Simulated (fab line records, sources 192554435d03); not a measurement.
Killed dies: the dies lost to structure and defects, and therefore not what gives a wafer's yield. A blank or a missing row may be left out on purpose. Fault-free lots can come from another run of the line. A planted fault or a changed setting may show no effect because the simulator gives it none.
Which tool was responsible? -- flow n5-finfet -- 10 lots, 30 wafers sampled, at 4 steps of a route of 1938

== WHAT THE GAUGES READ, wafer by wafer ==
N5_BEOL_M9_INSPECT_58: inspects for defects (darkfield).
lot,measured,on,raw-defect-count
L850,day 9 19:20,defect-inspect-01,65 92 64
L853,day 10 13:08,defect-inspect-02,67 57 52
L855,day 11 23:32,defect-inspect-01,32 38 56
L858,day 12 14:43,defect-inspect-02,73 78 105
L857,day 12 15:47,defect-inspect-02,114 63 56
L862,day 13 07:15,defect-inspect-01,74 519 100
L864,day 13 15:49,defect-inspect-02,533 56 50
L871,day 15 21:51,defect-inspect-01,115 54 69
L872,day 16 04:32,defect-inspect-02,44 59 60
L873,day 16 08:03,defect-inspect-02,35 48 61

== WHAT TOOL EACH LOT RAN ON (gives the tool, then ch and the chambers of the sampled wafers, and finally the start) ==
lot,N5_BEOL_M9_STRIP_36,N5_BEOL_M9_SURFACE_TREAT_79,N5_BEOL_M9_CMP_52
L850,"rie-diel-02 ch 0,1,3, day 9 16:33","pvd-sputter-03, day 9 18:04","cmp-04 ch 0,1,2, day 9 18:51"
L853,"rie-diel-02 ch 0,3, day 10 09:57","pvd-sputter-02, day 10 11:34","cmp-04 ch 1,2, day 10 12:41"
L855,"rie-diel-02 ch 1,2,3, day 11 21:08","pvd-sputter-01, day 11 22:19","cmp-04 ch 1,2,3, day 11 23:08"
L858,"rie-diel-03 ch 0,1,2, day 12 10:01","pvd-sputter-03, day 12 11:56","cmp-02 ch 0,1,3, day 12 14:16"
L857,"rie-diel-02 ch 2,3, day 12 13:17","pvd-sputter-03, day 12 14:34","cmp-04 ch 0,2,3, day 12 15:25"
L862,"rie-diel-05 ch 0,2, day 13 04:18","pvd-sputter-01, day 13 05:51","cmp-04 ch 0,3, day 13 06:50"
L864,"rie-diel-05 ch 0,1,3, day 13 12:41","pvd-sputter-03, day 13 14:19","cmp-04 ch 0,3, day 13 15:24"
L871,"rie-diel-05 ch 0,1,3, day 15 19:26","pvd-sputter-03, day 15 20:40","cmp-04 ch 1,2,3, day 15 21:22"
L872,"rie-diel-03 ch 0,2,3, day 16 01:59","pvd-sputter-01, day 16 03:14","cmp-02 ch 0,1, day 16 04:05"
L873,"rie-diel-02 ch 0,2,3, day 16 05:11","pvd-sputter-01, day 16 06:20","cmp-03 ch 0,1,2, day 16 07:35"
- N5_BEOL_M9_STRIP_36: strips in N2/H2.
- N5_BEOL_M9_SURFACE_TREAT_79
- N5_BEOL_M9_CMP_52: polishes, stops on SiCOH lowk, t overpolish 7 s, target thk 140 nm.

== THE ANSWER, worked out from the rows above alone ==
Rule: usual is defined by the lots themselves. The widest of any qualifying gaps counts: lots, ordered by their means at a reading, are off when they make up no more than a third of the lots, leave a main group of 4 or more, and stand apart from it by 3 or more times the standard deviation of that group's means. The tables above print the reading to a certain number of digits; a main group whose means all agree to those digits is not used. A lot without any number at a reading at which 4 lots or more have one is off too. Any other lot the step has rows for is counted as sound.
Off: L862, L864, at N5_BEOL_M9_INSPECT_58 (raw-defect-count). Main group: mean 65, sd 15.
If a tool, at a process step before that reading, ran all the lots that are off and no sound lot after the first of them, it fits. The gauges at N5_BEOL_M9_INSPECT_58 are tried like those tools. No candidate that was tried fits.

== WHAT HAD BEEN PUT IN BY THE SIMULATOR ==
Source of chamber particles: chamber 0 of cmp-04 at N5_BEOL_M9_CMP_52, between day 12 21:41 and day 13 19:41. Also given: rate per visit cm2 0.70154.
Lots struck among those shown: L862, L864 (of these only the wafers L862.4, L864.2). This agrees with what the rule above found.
